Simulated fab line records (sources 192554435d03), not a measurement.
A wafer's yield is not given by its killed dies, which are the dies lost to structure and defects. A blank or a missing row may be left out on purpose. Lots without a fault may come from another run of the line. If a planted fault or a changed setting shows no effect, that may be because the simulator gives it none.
Chamber matching | flow n5Finfet | N5_FIN_SAQP_STRIP_77 on rieDiel-03: 4 sister chambers
The step strips in N2/H2, time 90 s. 16 wafers are shown with their chamber, then 8 later ones without.

WAFERS PAIRED WITH THEIR CHAMBERS
wafer  | chamber | drypumpMotorCurrentA (A) | showerheadPlenumPTorr (Torr) | throttleValvePct (%)
L076.1 | 2       | 6.0                      | 3.50                         | 12.69
L076.2 | 3       | 5.5                      | 3.34                         | 12.60
L076.4 | 1       | 6.6                      | 3.33                         | 11.77
L077.2 | 1       | 6.6                      | 3.33                         | 11.76
L077.3 | 0       | 5.3                      | 3.36                         | 12.19
L077.5 | 2       | 6.0                      | 3.49                         | 12.68
L078.2 | 2       | 6.0                      | 3.49                         | 12.71
L078.3 | 1       | 6.6                      | 3.33                         | 11.78
L078.6 | 0       | 5.3                      | 3.36                         | 12.21
L086.1 | 0       | 5.4                      | 3.35                         | 12.25
L086.2 | 1       | 6.6                      | 3.32                         | 11.82
L086.4 | 3       | 5.5                      | 3.33                         | 12.00
L089.1 | 1       | 6.6                      | 3.32                         | 11.84
L089.3 | 3       | 5.5                      | 3.33                         | 12.02
L089.4 | 3       | 5.5                      | 3.33                         | 12.00
L092.2 | 2       | 6.0                      | 3.48                         | 12.76

SIGNATURES, as means of the wafers listed above
reading               | chamber 0 | chamber 1 | chamber 2 | chamber 3 | scatter within a chamber
drypumpMotorCurrentA  | 5.333     | 6.600     | 6.000     | 5.500     | 0.0236
showerheadPlenumPTorr | 3.3567    | 3.3260    | 3.4900    | 3.3325    | 0.0062
throttleValvePct      | 12.2167   | 11.7940   | 12.7100   | 12.1550   | 0.151
Rule: for each reading, subtract the chamber's mean from the wafer's reading, divide by that reading's scatter and square the result; add these up over the readings and take the root, which gives the wafer's distance from the chamber. The wafer belongs to the nearest chamber; if the next one is less than 2 further off, it can't be placed. The scatter is the square root of a quotient: the sum, over the shown wafers, of each reading's squared deviation from its chamber's mean, divided by wafers minus chambers.

WAFERS MISSING THEIR CHAMBER
wafer  | drypumpMotorCurrentA (A) | showerheadPlenumPTorr (Torr) | throttleValvePct (%)
L092.4 | 6.6                      | 3.31                         | 11.85
L092.6 | 6.6                      | 3.31                         | 11.85
L093.1 | 5.9                      | 3.48                         | 12.77
L093.4 | 5.3                      | 3.34                         | 12.28
L093.6 | 5.9                      | 3.48                         | 12.77
L097.1 | 6.6                      | 3.31                         | 11.88
L097.2 | 6.0                      | 3.47                         | 12.78
L097.3 | 5.4                      | 3.34                         | 12.29

EACH ONE'S CHAMBER
wafer  | from the rows above     | in truth
L092.4 | 1                       | 1
L092.6 | 1                       | 1
L093.1 | 2                       | 2
L093.4 | 0                       | 0
L093.6 | 2                       | 2
L097.1 | 1                       | 1
L097.2 | 2                       | 2
L097.3 | can't be placed: 0 or 3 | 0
Placed correctly: 7 of 8. From these rows, 1 cannot be placed; in 1 the true chamber is one of the candidates. 0 placed wrongly.
